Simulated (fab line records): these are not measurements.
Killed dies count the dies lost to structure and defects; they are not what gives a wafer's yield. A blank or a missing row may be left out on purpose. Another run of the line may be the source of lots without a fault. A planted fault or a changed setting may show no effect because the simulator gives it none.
What tool caused it? -- flow nand-harc -- 6 lots with 18 wafers sampled at 5 steps, on a route of 1159 steps

WHAT EACH GAUGE READ, for each wafer
NHARC_END_SORT_01.
lot,measured,on,defect-limited-yield (%)
L173,day 27 14:41,prober-02,87.9 97.5 88.9

WHICH TOOL RAN EACH LOT (tool, then ch and the chambers of the sampled wafers, then the start)
lot,NHARC_P_M1_PRE_CLEAN_30,NHARC_THIN_TSV_DESCUM_14,NHARC_THIN_TSV_DEGAS_49,NHARC_THIN_TSV_PRE_CLEAN_54
L157,"pvd-sputter-02, day 8 14:24","rie-diel-03 ch 1,2, day 24 09:08","pvd-sputter-02, day 24 11:47","pvd-sputter-01, day 24 13:53"
L159,"pvd-sputter-01, day 8 17:16","rie-diel-08 ch 0,2,3, day 24 06:18","pvd-sputter-03, day 24 09:28","pvd-sputter-03, day 24 11:38"
L160,"pvd-sputter-03, day 9 04:29","rie-diel-08 ch 0,1, day 24 18:52","pvd-sputter-03, day 24 21:31","pvd-sputter-03, day 24 23:38"
L168,"pvd-sputter-03, day 9 16:22","rie-diel-12 ch 0,2, day 25 04:04","pvd-sputter-02, day 25 06:40","pvd-sputter-03, day 25 08:58"
L173,"pvd-sputter-03, day 10 06:49","rie-diel-12 ch 1,2,3, day 26 08:18","pvd-sputter-02, day 26 10:59","pvd-sputter-03, day 26 13:04"
L177,"pvd-sputter-02, day 11 12:59","rie-diel-12 ch 2,3, day 27 16:16","pvd-sputter-02, day 27 18:57","pvd-sputter-02, day 27 20:59"
- NHARC_P_M1_PRE_CLEAN_30: time 30 s.
- NHARC_THIN_TSV_DESCUM_14: chemistry O2, time 3 s.
- NHARC_THIN_TSV_DEGAS_49: time 120 s.
- NHARC_THIN_TSV_PRE_CLEAN_54: time 30 s.

THE ANSWER, worked out from the rows above alone
Rule: what is usual is taken from the lots themselves. The widest of any qualifying gaps counts: lots, ordered by their means at a reading, are off when they make up no more than a third of the lots, leave a main group of 4 or more, and stand apart from it by 3 or more times the standard deviation of that group's means. The tables above print the reading to a certain number of digits; a main group whose means all agree to those digits is not used. A lot without any number at a reading at which 4 lots or more have one is off too. Any other lot the step has rows for is counted as sound.
No lot is off at any reading shown: from this, nothing can be told.

WHAT WAS PUT IN BY THE SIMULATOR
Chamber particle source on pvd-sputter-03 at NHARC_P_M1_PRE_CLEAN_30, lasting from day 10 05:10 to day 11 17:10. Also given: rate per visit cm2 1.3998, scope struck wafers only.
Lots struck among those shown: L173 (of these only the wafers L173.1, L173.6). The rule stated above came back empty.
